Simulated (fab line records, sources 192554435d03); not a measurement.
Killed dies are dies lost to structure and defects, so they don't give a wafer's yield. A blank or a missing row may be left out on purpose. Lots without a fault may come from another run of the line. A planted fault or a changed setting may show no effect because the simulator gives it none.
fab line records | flow n5_finfet
record lots=5 wafers=15 last_day=19
route steps=1938 shown BEOL_M12@1655 BEOL_M13@1659
lots that met no fault: from a run of the same line without faults
start_h: hours from the record's first day to the start of the lot's first wafer shown | wait_h: hours since the lot's step before | " the same as in the row above | L1.1+2: a row that stands for several wafers | - no value, or no start given | * or withheld: withheld | < > ~ a bound
route shown NAME@n: a module of which the file shows steps, and the number in the route of the first | usual: mean/standard deviation of fault-free wafers | same: alike in all rows | chamber/n: place in a boat | sites: the reading at each site | _std_site: their standard deviation | _edge_site: outer sites' mean less inner sites' | radius_mm: how far each site lies from the wafer's centre | mask NAME#n: copy n | behind: the tool/chamber that last shaped the wafer | hold: why the lot was held/for how many hours/how that ended | device: the transistor (n, p or np) that didn't switch | end of line: the same wafers' tests at the end of the route | a step without rows: its recipe alone | killed: dies lost to structure and defects at the first sort, not the wafer's yield | map: a wafer's dies, x killed, . not, _ none there
set.NAME: the setting as run; set.NAME@STEP: as run at that earlier step | model.NAME: the simulator's own value behind a step, which no gauge read
lots at some steps of the route; a table a step, a row a wafer
services: from which hour (start_h, from the record's first day; less than 0 if before it) a tool's chamber was out of use, for how many hours, and why
## steps
# step N5_BEOL_M12_PRE_CLEAN_52
# recipe gas=NH3 time_s=15 temp_c=withheld rf_power_w=300
# columns lot.wafer tool chamber start_h wait_h
L085.2+3+5 pecvd-03 0,2,1 370.91 0.0
L087.3+4+6 pecvd-02 1,0,1 376.69 0.0
L090.1+3+5 pecvd-02 0 390.88 0.0
L091.1+3+4 pecvd-01 2,1,2 408.95 0.0
L095.1+3+4 pecvd-03 2,0,1 415.60 0.0
# step N5_BEOL_M12_DEP_53
# recipe material=SiCN target_thk_a=300 temp_c=withheld precursor=3MS/NH3 pressure_torr=3 rf_w=675 time_s=10.5
# usual showerhead_plenum_p_Torr=4.159/0.022 showerhead_vpp_V=1574/65 throttle_valve_pct=17.8/0.83
# columns lot.wafer tool chamber start_h wait_h showerhead_plenum_p_Torr showerhead_vpp_V throttle_valve_pct
L085.2 pecvd-03 0 370.94 0.0 4.143 1540 18.5
L085.3 " 2 " " 4.167 1563 17.0
L085.5 " 1 " " 4.177 1629 18.8
L087.3 pecvd-02 1 376.71 0.0 4.208 1419 19.3
L087.4 " 0 " " 4.113 1574 17.9
L087.6 " 1 " " 4.195 1434 19.5
L090.1 pecvd-02 0 390.91 0.0 4.113 1567 18.4
L090.3 " 0 " " 4.119 1580 17.6
L090.5 " 0 " " 4.110 1575 17.9
L091.1 pecvd-01 2 408.98 0.0 4.145 1611 17.8
L091.3 " 1 " " 4.158 1469 16.2
L091.4 " 2 " " 4.157 1625 18.0
L095.1 pecvd-03 2 415.62 0.0 4.173 1590 17.1
L095.3 " 0 " " 4.148 1550 18.4
L095.4 " 1 " " 4.167 1665 18.1
# step N5_BEOL_M12_RS_MEAS_54
# recipe thk_meas_gauge=four-point-probe reads=Cu_of_BEOL_M12_ECD_47+Ta_of_BEOL_M12_SPUTTER_44+TaN_of_BEOL_M12_SPUTTER_43
# usual M12_RS=0.0605/0.0011
# columns lot.wafer tool chamber start_h wait_h M12_RS[ohm/sq]
L085.2 film_metro-01 - 371.00 0.1 0.0596
L085.3 " - " " 0.0591
L085.5 " - " " 0.0589
L087.3 film_metro-01 - 376.78 0.0 0.0603
L087.4 " - " " 0.0612
L087.6 " - " " 0.0605
L090.1 film_metro-02 - 390.99 0.1 0.0619
L090.3 " - " " 0.0619
L090.5 " - " " 0.0619
L091.1 film_metro-01 - 409.04 0.0 0.0607
L091.3 " - " " 0.0609
L091.4 " - " " 0.0608
L095.1 film_metro-01 - 415.68 0.0 0.0583
L095.3 " - " " 0.0620
L095.4 " - " " 0.0606
# step N5_BEOL_M12_INSPECT_55
# recipe inspect_instrument=darkfield mode=post_dep
# usual raw_defect_count=69/25
# columns lot.wafer tool chamber start_h wait_h raw_defect_count
L085.2 defect_inspect-02 - 371.03 0.0 67
L085.3 " - " " 73
L085.5 " - " " 59
L087.3 defect_inspect-02 - 376.80 0.0 79
L087.4 " - " " 74
L087.6 " - " " 61
L090.1 defect_inspect-02 - 391.03 0.0 79
L090.3 " - " " 57
L090.5 " - " " 97
L091.1 defect_inspect-02 - 409.07 0.0 79
L091.3 " - " " 114
L091.4 " - " " 93
L095.1 defect_inspect-02 - 415.71 0.0 112
L095.3 " - " " 66
L095.4 " - " " 91
# step N5_BEOL_M13_ILD_DEP_00
# recipe material=SiOC target_thk_a=8379.2 temp_c=350 precursor=DEMS/O2 pressure_torr=5 rf_w=500 time_s=166.4
# usual heater_power_w=506/65 showerhead_plenum_p_Torr=5.696/0.015 showerhead_vpp_V=1380/65 throttle_valve_pct=12.0/0.68
# columns lot.wafer tool chamber start_h wait_h heater_power_w showerhead_plenum_p_Torr showerhead_vpp_V throttle_valve_pct
L085.2 pecvd-04 1 371.06 0.0 637 5.713 1342 13.3
L085.3 " 1 " " 659 5.713 1368 13.8
L085.5 " 1 " " 558 5.712 1347 13.4
L087.3 pecvd-01 1 376.84 0.0 483 5.701 1285 10.8
L087.4 " 0 " " 519 5.691 1431 11.8
L087.6 " 2 " " 461 5.700 1425 11.8
L090.1 pecvd-04 1 391.06 0.0 650 5.697 1382 13.7
L090.3 " 0 " " 548 5.671 1527 12.0
L090.5 " 1 " " 555 5.711 1343 13.6
L091.1 pecvd-03 2 409.10 0.0 427 5.710 1361 11.5
L091.3 " 0 " " 484 5.673 1335 12.1
L091.4 " 2 " " 446 5.718 1361 11.4
L095.1 pecvd-01 1 415.75 0.0 527 5.711 1286 10.9
L095.3 " 2 " " 429 5.672 1378 11.8
L095.4 " 0 " " 519 5.684 1432 11.9
# step N5_BEOL_M13_THK_MEAS_01
# recipe reads=SiOC_of_BEOL_M13_ILD_DEP_00
# usual M13_ILD_THK=834/10
# columns lot.wafer tool chamber start_h wait_h M13_ILD_THK[nm]
L085.2 film_metro-01 - 371.28 0.2 837
L085.3 " - " " 850
L085.5 " - " " 844
L087.3 film_metro-02 - 376.99 0.1 813
L087.4 " - " " 827
L087.6 " - " " 844
L090.1 film_metro-01 - 391.22 0.1 847
L090.3 " - " " 820
L090.5 " - " " 852
L091.1 film_metro-02 - 409.31 0.2 823
L091.3 " - " " 844
L091.4 " - " " 846
L095.1 film_metro-02 - 415.90 0.1 830
L095.3 " - " " 834
L095.4 " - " " 837
# step N5_BEOL_M13_COAT_58
# recipe resist=BARC temp_c=205 time_s=60 spin_rpm=1500 resist_thk_nm=89
# usual spin_speed_rpm=1500.0/0.89
# columns lot.wafer tool chamber start_h wait_h spin_speed_rpm
L085.2 litho_track-02 0 371.31 0.0 1500.1
L085.3 " 0 " " 1500.9
L085.5 " 0 " " 1499.8
L087.3 litho_track-04 0 377.02 0.0 1500.0
L087.4 " 0 " " 1501.8
L087.6 " 0 " " 1500.5
L090.1 litho_track-03 0 391.25 0.0 1500.3
L090.3 " 0 " " 1500.2
L090.5 " 0 " " 1500.0
L091.1 litho_track-02 0 409.35 0.0 1499.3
L091.3 " 0 " " 1500.2
L091.4 " 0 " " 1500.5
L095.1 litho_track-04 0 415.93 0.0 1499.6
L095.3 " 0 " " 1500.1
L095.4 " 0 " " 1500.1
# step N5_BEOL_M13_COAT_04
# recipe spin_rpm=1625 resist_thk_nm=400
# usual spin_speed_rpm=1625.3/1
# columns lot.wafer tool chamber start_h wait_h spin_speed_rpm
L085.2 litho_track-02 0 - - 1624.8
L085.3 " 0 " " 1624.4
L085.5 " 0 " " 1626.0
L087.3 litho_track-04 0 - - 1626.2
L087.4 " 0 " " 1625.1
L087.6 " 0 " " 1627.2
L090.1 litho_track-03 0 - - 1625.1
L090.3 " 0 " " 1622.8
L090.5 " 0 " " 1623.9
L091.1 litho_track-02 0 - - 1625.0
L091.3 " 0 " " 1625.8
L091.4 " 0 " " 1624.3
L095.1 litho_track-04 0 - - 1625.4
L095.3 " 0 " " 1625.0
L095.4 " 0 " " 1625.6
# step N5_BEOL_M13_EBR_06
# recipe solvent=PGMEA ebr_width_mm=1.5
# columns lot.wafer tool chamber start_h wait_h
L085.2+3+5 litho_track-02 0 - -
L087.3+4+6 litho_track-04 0 - -
L090.1+3+5 litho_track-03 0 - -
L091.1+3+4 litho_track-02 0 - -
L095.1+3+4 litho_track-04 0 - -
# step N5_BEOL_M13_SOFTBAKE_05
# recipe temp_c=130 time_s=60
# columns lot.wafer tool chamber start_h wait_h
L085.2+3+5 litho_track-02 0 - -
L087.3+4+6 litho_track-04 0 - -
L090.1+3+5 litho_track-03 0 - -
L091.1+3+4 litho_track-02 0 - -
L095.1+3+4 litho_track-04 0 - -
# step N5_BEOL_M13_EXPOSE_07
# recipe mask_id=V12 na=0.93 source_shape=conventional sigma_outer=0.6 polarization=unpolarized attpsm_phase_deg=180 dose_mj=24.8
# columns lot.wafer tool chamber start_h wait_h mask
L085.2+3+5 krf_scanner-01 0 371.41 - V12#0
L087.3+4+6 krf_scanner-01 0 377.13 - V12#0
L090.1+3+5 krf_scanner-01 0 391.35 - V12#0
L091.1+3+4 krf_scanner-02 0 409.57 - V12#0
L095.1+3+4 krf_scanner-02 0 416.03 - V12#0
# step N5_BEOL_M13_PEB_08
# recipe peb_temp_c=130 peb_time_s=90
# columns lot.wafer tool chamber start_h wait_h
L085.2+3+5 litho_track-02 0 371.46 0.0
L087.3+4+6 litho_track-04 0 377.18 0.0
L090.1+3+5 litho_track-02 0 391.40 0.1
L091.1+3+4 litho_track-02 0 409.63 0.1
L095.1+3+4 litho_track-03 0 416.09 0.1
# step N5_BEOL_M13_DEVELOP_09
# recipe develop_time_s=45 rinse_liquid=diw dry=air_spin dev_temp_c=21
# columns lot.wafer tool chamber start_h wait_h
L085.2+3+5 litho_track-02 0 - -
L087.3+4+6 litho_track-04 0 - -
L090.1+3+5 litho_track-02 0 - -
L091.1+3+4 litho_track-02 0 - -
L095.1+3+4 litho_track-03 0 - -
# step N5_BEOL_M13_HARDBAKE_14
# recipe temp_c=130 time_s=120
# columns lot.wafer tool chamber start_h wait_h
L085.2+3+5 litho_track-02 0 - -
L087.3+4+6 litho_track-04 0 - -
L090.1+3+5 litho_track-02 0 - -
L091.1+3+4 litho_track-02 0 - -
L095.1+3+4 litho_track-03 0 - -
# step N5_BEOL_M13_CD_MEAS_10
# recipe target_cd_nm=190 landing_energy_ev=500 detector=se_inlens polarity=opening
# usual cd_nm=190.5/1.3
# columns lot.wafer tool chamber start_h wait_h cd_nm
L085.2 cd_sem-01 0 371.58 - 188.6
L085.3 " 0 " " 189.2
L085.5 " 0 " " 188.1
L087.3 cd_sem-03 0 377.29 - 188.1
L087.4 " 0 " " 187.7
L087.6 " 0 " " 189.0
L090.1 cd_sem-02 0 391.52 - 189.3
L090.3 " 0 " " 188.8
L090.5 " 0 " " 190.7
L091.1 cd_sem-01 0 409.74 - 189.7
L091.3 " 0 " " 189.2
L091.4 " 0 " " 190.5
L095.1 cd_sem-01 0 416.20 - 190.6
L095.3 " 0 " " 191.5
L095.4 " 0 " " 189.4
# step N5_BEOL_M13_OVL_MEAS_11
# recipe points_per_wafer=44
# usual V12_OVL=3/5.1
# columns lot.wafer tool chamber start_h wait_h V12_OVL[nm]
L085.2 overlay-01 0 371.61 0.0 3
L085.3 " 0 " " 0
L085.5 " 0 " " 4
L087.3 overlay-01 0 377.32 0.0 -4
L087.4 " 0 " " 7
L087.6 " 0 " " 9
L090.1 overlay-01 0 391.55 0.0 4
L090.3 " 0 " " 8
L090.5 " 0 " " 0
L091.1 overlay-01 0 409.77 0.0 -3
L091.3 " 0 " " 1
L091.4 " 0 " " 3
L095.1 overlay-01 0 416.23 0.0 4
L095.3 " 0 " " 2
L095.4 " 0 " " 1
# step N5_BEOL_M13_INSPECT_12
# recipe mode=adi inspect_instrument=macro
# usual raw_defect_count=2.3/1.5
# columns lot.wafer tool chamber start_h wait_h raw_defect_count
L085.2 defect_inspect-02 - 371.63 0.0 3
L085.3 " - " " 1
L085.5 " - " " 2
L087.3 defect_inspect-02 - 377.35 0.0 1
L087.4 " - " " 2
L087.6 " - " " 3
L090.1 defect_inspect-02 - 391.72 0.2 0
L090.3 " - " " 3
L090.5 " - " " 1
L091.1 defect_inspect-02 - 409.80 0.0 3
L091.3 " - " " 2
L091.4 " - " " 3
L095.1 defect_inspect-02 - 416.25 0.0 3
L095.3 " - " " 4
L095.4 " - " " 4
# step N5_BEOL_M13_DESCUM_15
# recipe chemistry=O2 time_s=7.9 source_power_w=50 bias_power_w=20 pressure_mtorr=20 rf_frequency_hz=2.712e+07 temp_c=40 o2_flow_sccm=225
# usual drypump_motor_current_A=5.5/0.39 oes_product_au=0.81/0.11 rf_vpp_V=242.8/1.6 showerhead_plenum_p_Torr=2.07/0.08 throttle_valve_pct=20.4/0.31
# columns lot.wafer tool chamber start_h wait_h drypump_motor_current_A oes_product_au rf_hours_counter_h rf_vpp_V showerhead_plenum_p_Torr throttle_valve_pct
L085.2 rie_diel-02 0 371.67 0.0 5.4 0.91 32 242.6 2.12 20.2
L085.3 " 2 " " 5.5 0.95 11 244.4 2.05 20.0
L085.5 " 0 " " 5.4 0.90 - 242.1 2.12 20.2
L087.3 rie_diel-04 0 377.38 0.0 5.8 0.83 78 241.8 2.05 20.4
L087.4 " 3 " " 5.7 0.91 17 243.3 2.04 20.2
L087.6 " 1 " " 6.3 0.89 - 244.2 2.22 20.3
L090.1 rie_diel-06 2 391.75 0.0 5.2 0.95 14 243.3 2.15 20.2
L090.3 " 3 " " 5.4 0.69 237 241.0 2.00 21.0
L090.5 " 2 " " 5.2 0.95 - 243.9 2.15 20.2
L091.1 rie_diel-06 2 409.83 0.0 5.2 0.92 20 244.9 2.15 20.2
L091.3 " 3 " " 5.3 0.69 242 241.4 2.00 21.0
L091.4 " 3 " " 5.4 0.69 - 241.6 2.00 21.0
L095.1 rie_diel-04 3 416.29 0.0 5.6 0.90 30 241.3 2.04 20.3
L095.3 " 0 " " 5.8 0.82 91 241.9 2.05 20.4
L095.4 " 1 " " 6.3 0.87 46 245.0 2.22 20.3
# step N5_BEOL_M13_ETCH_59
# recipe chemistry=N2/H2 target=BARC target_depth_a=890 overetch_a=267 time_s=67.9 ion_energy_ev=200 pressure_mtorr=30 source_w=840 bias_w=150 n2_flow_sccm=200 h2_flow_sccm=200
# usual drypump_motor_current_A=5.5/0.39 oes_product_au=0.69/0.085 rf_vpp_V=523.0/2.8 showerhead_plenum_p_Torr=2.52/0.1 throttle_valve_pct=17.85/0.27
# columns lot.wafer tool chamber start_h wait_h drypump_motor_current_A oes_product_au rf_hours_counter_h rf_vpp_V showerhead_plenum_p_Torr throttle_valve_pct
L085.2 rie_diel-02 0 371.70 0.0 5.4 0.76 32 524.9 2.58 17.71
L085.3 " 2 " " 5.5 0.82 11 522.7 2.50 17.48
L085.5 " 0 " " 5.4 0.76 - 527.0 2.58 17.72
L087.3 rie_diel-04 0 377.41 0.0 5.8 0.72 78 522.0 2.48 17.68
L087.4 " 3 " " 5.7 0.78 17 522.2 2.49 17.72
L087.6 " 1 " " 6.3 0.74 - 529.0 2.71 17.84
L090.1 rie_diel-06 2 391.79 0.0 5.2 0.79 14 525.0 2.61 17.66
L090.3 " 3 " " 5.4 0.59 237 520.7 2.40 18.27
L090.5 " 2 " " 5.2 0.79 - 525.7 2.61 17.68
L091.1 rie_diel-06 2 409.87 0.0 5.2 0.78 20 525.2 2.61 17.72
L091.3 " 3 " " 5.4 0.59 242 520.5 2.40 18.28
L091.4 " 3 " " 5.4 0.58 - 519.0 2.40 18.27
L095.1 rie_diel-04 3 416.32 0.0 5.6 0.76 30 524.2 2.48 17.74
L095.3 " 0 " " 5.8 0.70 91 522.3 2.47 17.72
L095.4 " 1 " " 6.3 0.73 46 528.1 2.70 17.85
# step N5_BEOL_M13_VIA_ETCH_16
# recipe chemistry=C4F8/O2/Ar target=SiOC pressure_mtorr=30 source_w=3000 bias_w=700 Ar_flow_sccm=400 C4F8_flow_sccm=15 O2_flow_sccm=8 he_inner_torr=15 he_outer_torr=30 target_depth_a=9217 time_s=withheld ion_energy_ev=250 ends=cleared
# usual drypump_motor_current_A=5.5/0.39 oes_product_au=0.73/0.097 rf_vpp_V=664/3.5 showerhead_plenum_p_Torr=3.39/0.13 throttle_valve_pct=24.16/0.25
# columns lot.wafer tool chamber start_h wait_h drypump_motor_current_A oes_product_au rf_vpp_V showerhead_plenum_p_Torr throttle_valve_pct
L085.2 rie_diel-02 0 371.75 0.0 5.4 0.81 668 3.47 24.11
L085.3 " 2 " " 5.5 0.87 662 3.37 23.85
L085.5 " 0 " " 5.4 0.82 666 3.47 24.09
L087.3 rie_diel-04 0 377.47 0.0 5.8 0.75 662 3.34 24.03
L087.4 " 3 " " 5.7 0.83 664 3.32 23.91
L087.6 " 1 " " 6.3 0.80 670 3.64 24.21
L090.1 rie_diel-06 2 391.84 0.0 5.2 0.84 667 3.49 23.97
L090.3 " 3 " " 5.3 0.62 660 3.24 24.61
L090.5 " 2 " " 5.2 0.85 668 3.49 23.96
L091.1 rie_diel-06 2 409.92 0.0 5.2 0.83 667 3.49 23.98
L091.3 " 3 " " 5.3 0.62 661 3.24 24.61
L091.4 " 3 " " 5.3 0.62 660 3.24 24.63
L095.1 rie_diel-04 3 416.38 0.0 5.6 0.81 663 3.32 23.95
L095.3 " 0 " " 5.7 0.73 663 3.33 24.06
L095.4 " 1 " " 6.3 0.78 670 3.64 24.23
# step N5_BEOL_M13_STRIP_63
# recipe chemistry=N2/H2 power_w=1000 temp_c=250 h2_frac=0.65 overash_fraction=0.3 pressure_mtorr=1000 n2_flow_sccm=1750 h2_flow_sccm=3250
# usual drypump_motor_current_A=5.9/0.3 heater_power_w=325/34 oes_product_au=0.675/0.0047 strip_time_to_endpoint_s=28.2/1.1
# columns lot.wafer tool chamber start_h wait_h drypump_motor_current_A heater_power_w oes_product_au rf_hours_counter_h strip_time_to_endpoint_s
L085.2 plasma_asher-02 0 371.99 - 5.7 274 0.687 94 27.8
L085.3 " 0 " " 5.7 267 0.670 - 26.9
L085.5 " 1 " " 5.5 342 0.673 - 27.5
L087.3 plasma_asher-02 0 377.72 - 5.7 277 0.676 - 30.0
L087.4 " 1 " " 5.5 336 0.664 - 28.8
L087.6 " 0 " " 5.7 273 0.666 - 26.7
L090.1 plasma_asher-02 1 392.08 - 5.5 336 0.677 99 25.8
L090.3 " 1 " " 5.6 343 0.678 - 29.5
L090.5 " 1 " " 5.5 338 0.664 - 26.1
L091.1 plasma_asher-01 1 410.15 - 6.4 369 0.669 151 28.2
L091.3 " 0 " " 6.1 340 0.679 - 27.2
L091.4 " 1 " " 6.4 370 0.675 - 26.9
L095.1 plasma_asher-02 0 416.61 - 5.7 280 0.671 105 28.3
L095.3 " 1 " " 5.5 333 0.678 - 28.6
L095.4 " 0 " " 5.7 280 0.679 - 27.6
# step N5_BEOL_M13_STRIP_64
# recipe chemistry=N2/H2 power_w=1000 temp_c=250 h2_frac=0.65 overash_fraction=0.3 pressure_mtorr=withheld n2_flow_sccm=1750 h2_flow_sccm=3250
# usual drypump_motor_current_A=5.9/0.31 heater_power_w=325/33 oes_product_au=0.715/0.0045 strip_time_to_endpoint_s=31.33/0.095
# columns lot.wafer tool chamber start_h wait_h drypump_motor_current_A heater_power_w oes_product_au rf_hours_counter_h strip_time_to_endpoint_s
L085.2 plasma_asher-02 0 372.05 0.0 5.7 282 0.713 94 31.37
L085.3 " 0 " " 5.7 282 0.713 - 31.33
L085.5 " 1 " " 5.5 342 0.712 - 31.34
L087.3 plasma_asher-02 0 377.78 0.0 5.7 278 0.725 - 31.38
L087.4 " 1 " " 5.5 341 0.712 - 31.40
L087.6 " 0 " " 5.7 279 0.714 - 31.37
L090.1 plasma_asher-02 1 392.14 0.0 5.5 339 0.713 99 31.33
L090.3 " 1 " " 5.5 337 0.712 - 31.33
L090.5 " 1 " " 5.5 342 0.712 - 31.28
L091.1 plasma_asher-01 1 410.21 0.0 6.3 361 0.711 151 31.27
L091.3 " 0 " " 6.2 347 0.712 - 31.25
L091.4 " 1 " " 6.3 371 0.719 - 31.27
L095.1 plasma_asher-02 0 416.67 0.0 5.7 275 0.716 105 31.21
L095.3 " 1 " " 5.5 346 0.719 - 31.30
L095.4 " 0 " " 5.7 276 0.713 - 31.34
# step N5_BEOL_M13_STRIP_71
# recipe chemistry=post_etch_residue_remover time_s=60 temp_c=25 remover_ph=withheld remover_water_wt_pct=withheld remover_fluoride_wt_pct=withheld
# columns lot.wafer tool chamber start_h wait_h
L085.2+3+5 wet_bench-02 5,7,0 372.14 0.1
L087.3+4+6 wet_bench-02 0,6,3 377.85 0.0
L090.1+3+5 wet_bench-04 1,7,2 392.22 0.1
L091.1+3+4 wet_bench-06 5,4,2 410.30 0.1
L095.1+3+4 wet_bench-04 5,6,3 416.76 0.1
# step N5_BEOL_M13_SRD_72
# recipe time_s=30 temp_c=23 rinse_liquid=diw dry=n2_spin spin_rpm=1500 dry_time_s=30
# columns lot.wafer tool chamber start_h wait_h
L085.2+3+5 wet_bench-02 5,7,0 372.16 0.0
L087.3+4+6 wet_bench-02 0,6,3 377.87 0.0
L090.1+3+5 wet_bench-04 1,7,2 392.24 0.0
L091.1+3+4 wet_bench-06 5,4,2 410.32 0.0
L095.1+3+4 wet_bench-04 5,6,3 416.78 0.0
# step N5_BEOL_M13_CD_MEAS_17
# recipe target_cd_nm=190 polarity=opening
# usual cd_nm=190.8/1.7
# columns lot.wafer tool chamber start_h wait_h cd_nm
L085.2 cd_sem-01 - 372.20 0.0 189.4
L085.3 " - " " 188.0
L085.5 " - " " 188.7
L087.3 cd_sem-01 - 377.91 0.0 189.1
L087.4 " - " " 190.4
L087.6 " - " " 189.8
L090.1 cd_sem-03 - 392.29 0.0 187.2
L090.3 " - " " 189.9
L090.5 " - " " 188.8
L091.1 cd_sem-01 - 410.36 0.0 188.0
L091.3 " - " " 190.1
L091.4 " - " " 191.9
L095.1 cd_sem-02 - 416.82 0.0 194.2
L095.3 " - " " 192.4
L095.4 " - " " 191.3
# step N5_BEOL_M13_COAT_65
# recipe resist=SOC temp_c=250 time_s=60 spin_rpm=1500 resist_thk_nm=350
# usual spin_speed_rpm=1500.0/0.84
# columns lot.wafer tool chamber start_h wait_h spin_speed_rpm
L085.2 litho_track-04 0 372.23 0.0 1500.3
L085.3 " 0 " " 1499.4
L085.5 " 0 " " 1499.3
L087.3 litho_track-03 0 377.95 0.0 1500.8
L087.4 " 0 " " 1501.1
L087.6 " 0 " " 1499.8
L090.1 litho_track-04 0 392.32 0.0 1500.2
L090.3 " 0 " " 1500.4
L090.5 " 0 " " 1499.3
L091.1 litho_track-04 0 410.40 0.0 1500.1
L091.3 " 0 " " 1500.5
L091.4 " 0 " " 1500.1
L095.1 litho_track-04 0 416.85 0.0 1500.3
L095.3 " 0 " " 1498.4
L095.4 " 0 " " 1500.1
# step N5_BEOL_M13_COAT_66
# recipe resist=SiARC temp_c=220 time_s=60 spin_rpm=1500 resist_thk_nm=110
# usual spin_speed_rpm=1500.2/0.93
# columns lot.wafer tool chamber start_h wait_h spin_speed_rpm
L085.2 litho_track-04 0 - - 1502.0
L085.3 " 0 " " 1501.1
L085.5 " 0 " " 1501.4
L087.3 litho_track-03 0 - - 1500.3
L087.4 " 0 " " 1500.6
L087.6 " 0 " " 1499.1
L090.1 litho_track-04 0 - - 1499.4
L090.3 " 0 " " 1501.3
L090.5 " 0 " " 1499.9
L091.1 litho_track-04 0 - - 1500.2
L091.3 " 0 " " 1500.9
L091.4 " 0 " " 1500.6
L095.1 litho_track-04 0 - - 1501.3
L095.3 " 0 " " 1500.9
L095.4 " 0 " " 1500.3
# step N5_BEOL_M13_COAT_22
# recipe spin_rpm=2888 resist_thk_nm=300
# usual spin_speed_rpm=2888.5/1.6
# columns lot.wafer tool chamber start_h wait_h spin_speed_rpm
L085.2 litho_track-04 0 - - 2889.7
L085.3 " 0 " " 2887.8
L085.5 " 0 " " 2889.7
L087.3 litho_track-03 0 - - 2887.7
L087.4 " 0 " " 2883.7
L087.6 " 0 " " 2884.8
L090.1 litho_track-04 0 - - 2892.1
L090.3 " 0 " " 2887.7
L090.5 " 0 " " 2887.1
L091.1 litho_track-04 0 - - 2888.6
L091.3 " 0 " " 2888.2
L091.4 " 0 " " 2889.4
L095.1 litho_track-04 0 - - 2887.1
L095.3 " 0 " " 2886.9
L095.4 " 0 " " 2886.4
# step N5_BEOL_M13_EBR_24
# recipe solvent=PGMEA ebr_width_mm=1.5
# columns lot.wafer tool chamber start_h wait_h
L085.2+3+5 litho_track-04 0 - -
L087.3+4+6 litho_track-03 0 - -
L090.1+3+5 litho_track-04 0 - -
L091.1+3+4 litho_track-04 0 - -
L095.1+3+4 litho_track-04 0 - -
# step N5_BEOL_M13_SOFTBAKE_23
# recipe temp_c=130 time_s=60
# columns lot.wafer tool chamber start_h wait_h
L085.2+3+5 litho_track-04 0 - -
L087.3+4+6 litho_track-03 0 - -
L090.1+3+5 litho_track-04 0 - -
L091.1+3+4 litho_track-04 0 - -
L095.1+3+4 litho_track-04 0 - -
# step N5_BEOL_M13_EXPOSE_25
# recipe mask_id=M13 na=0.93 source_shape=conventional sigma_outer=0.4 polarization=unpolarized target_cd_nm=210 dose_mj=22
# columns lot.wafer tool chamber start_h wait_h mask
L085.2+3+5 krf_scanner-01 0 372.48 - M13#0
L087.3+4+6 krf_scanner-02 0 378.08 - M13#0
L090.1+3+5 krf_scanner-02 0 392.44 - M13#0
L091.1+3+4 krf_scanner-02 0 410.52 - M13#0
L095.1+3+4 krf_scanner-01 0 417.10 - M13#0
# step N5_BEOL_M13_PEB_26
# recipe peb_temp_c=130 peb_time_s=90
# columns lot.wafer tool chamber start_h wait_h
L085.2+3+5 litho_track-03 0 372.53 0.0
L087.3+4+6 litho_track-03 0 378.12 0.0
L090.1+3+5 litho_track-03 0 392.50 0.1
L091.1+3+4 litho_track-02 0 410.57 0.1
L095.1+3+4 litho_track-04 0 417.15 0.1
# step N5_BEOL_M13_DEVELOP_27
# recipe develop_time_s=45 rinse_liquid=diw dry=air_spin dev_temp_c=21
# columns lot.wafer tool chamber start_h wait_h
L085.2+3+5 litho_track-03 0 - -
L087.3+4+6 litho_track-03 0 - -
L090.1+3+5 litho_track-03 0 - -
L091.1+3+4 litho_track-02 0 - -
L095.1+3+4 litho_track-04 0 - -
# step N5_BEOL_M13_HARDBAKE_32
# recipe temp_c=130 time_s=120
# columns lot.wafer tool chamber start_h wait_h
L085.2+3+5 litho_track-03 0 - -
L087.3+4+6 litho_track-03 0 - -
L090.1+3+5 litho_track-03 0 - -
L091.1+3+4 litho_track-02 0 - -
L095.1+3+4 litho_track-04 0 - -
# step N5_BEOL_M13_CD_MEAS_28
# recipe target_cd_nm=209.5 landing_energy_ev=500 detector=se_inlens
# usual cd_nm=209.3/1.2
# columns lot.wafer tool chamber start_h wait_h cd_nm
L085.2 cd_sem-02 0 372.65 - 208.9
L085.3 " 0 " " 208.2
L085.5 " 0 " " 208.8
L087.3 cd_sem-02 0 378.24 - 209.3
L087.4 " 0 " " 209.1
L087.6 " 0 " " 210.1
L090.1 cd_sem-03 0 392.61 - 211.3
L090.3 " 0 " " 208.5
L090.5 " 0 " " 210.0
L091.1 cd_sem-03 0 410.69 - 211.6
L091.3 " 0 " " 210.5
L091.4 " 0 " " 209.1
L095.1 cd_sem-02 0 417.27 - 206.5
L095.3 " 0 " " 208.9
L095.4 " 0 " " 206.8
# step N5_BEOL_M13_OVL_MEAS_29
# recipe points_per_wafer=44
# usual M13_OVL=1/7.3
# columns lot.wafer tool chamber start_h wait_h M13_OVL[nm]
L085.2 overlay-01 0 372.68 0.0 -15
L085.3 " 0 " " -9
L085.5 " 0 " " -12
L087.3 overlay-01 0 378.27 0.0 5
L087.4 " 0 " " 13
L087.6 " 0 " " 7
L090.1 overlay-01 0 392.64 0.0 20
L090.3 " 0 " " 15
L090.5 " 0 " " 11
L091.1 overlay-02 0 410.72 0.0 6
L091.3 " 0 " " 14
L091.4 " 0 " " 18
L095.1 overlay-01 0 417.30 0.0 -4
L095.3 " 0 " " -3
L095.4 " 0 " " -7
# step N5_BEOL_M13_INSPECT_30
# recipe mode=adi inspect_instrument=macro
# usual raw_defect_count=2.2/1.7
# columns lot.wafer tool chamber start_h wait_h raw_defect_count
L085.2 defect_inspect-02 - 372.89 0.2 0
L085.3 " - " " 6
L085.5 " - " " 2
L087.3 defect_inspect-02 - 378.29 0.0 0
L087.4 " - " " 3
L087.6 " - " " 6
L090.1 defect_inspect-02 - 392.67 0.0 3
L090.3 " - " " 1
L090.5 " - " " 0
L091.1 defect_inspect-02 - 410.74 0.0 2
L091.3 " - " " 1
L091.4 " - " " 5
L095.1 defect_inspect-02 - 417.32 0.0 0
L095.3 " - " " 4
L095.4 " - " " 7
## services
# columns tool chamber start_h hours kind
rie_diel-06 0 347.58 3.7 repair
pecvd-01 0 349.73 2.1 scheduled_down
krf_scanner-01 0 351.12 - calibration
rie_diel-06 - 354.64 4.3 pm
rie_diel-02 3 364.07 - clean
rie_diel-02 3 364.07 - consumable_replace:focus_ring
rie_diel-02 3 364.07 19.6 scheduled_down
rie_diel-02 3 364.07 19.6 vent_cycle
pecvd-04 0 369.25 2.1 scheduled_down
plasma_asher-01 - 381.98 0.8 repair
pecvd-02 1 383.62 - clean
pecvd-02 1 383.62 - consumable_replace:showerhead
pecvd-02 1 383.62 29.0 scheduled_down
pecvd-02 1 383.62 29.0 vent_cycle
pecvd-01 2 389.29 2.1 scheduled_down
pecvd-04 1 392.68 5.0 scheduled_down
krf_scanner-01 - 395.17 1.7 repair
pecvd-04 2 401.29 2.1 scheduled_down
pecvd-03 1 405.28 5.5 scheduled_down
krf_scanner-02 0 410.63 - calibration
pecvd-02 - 415.73 1.4 repair
## key
fault none
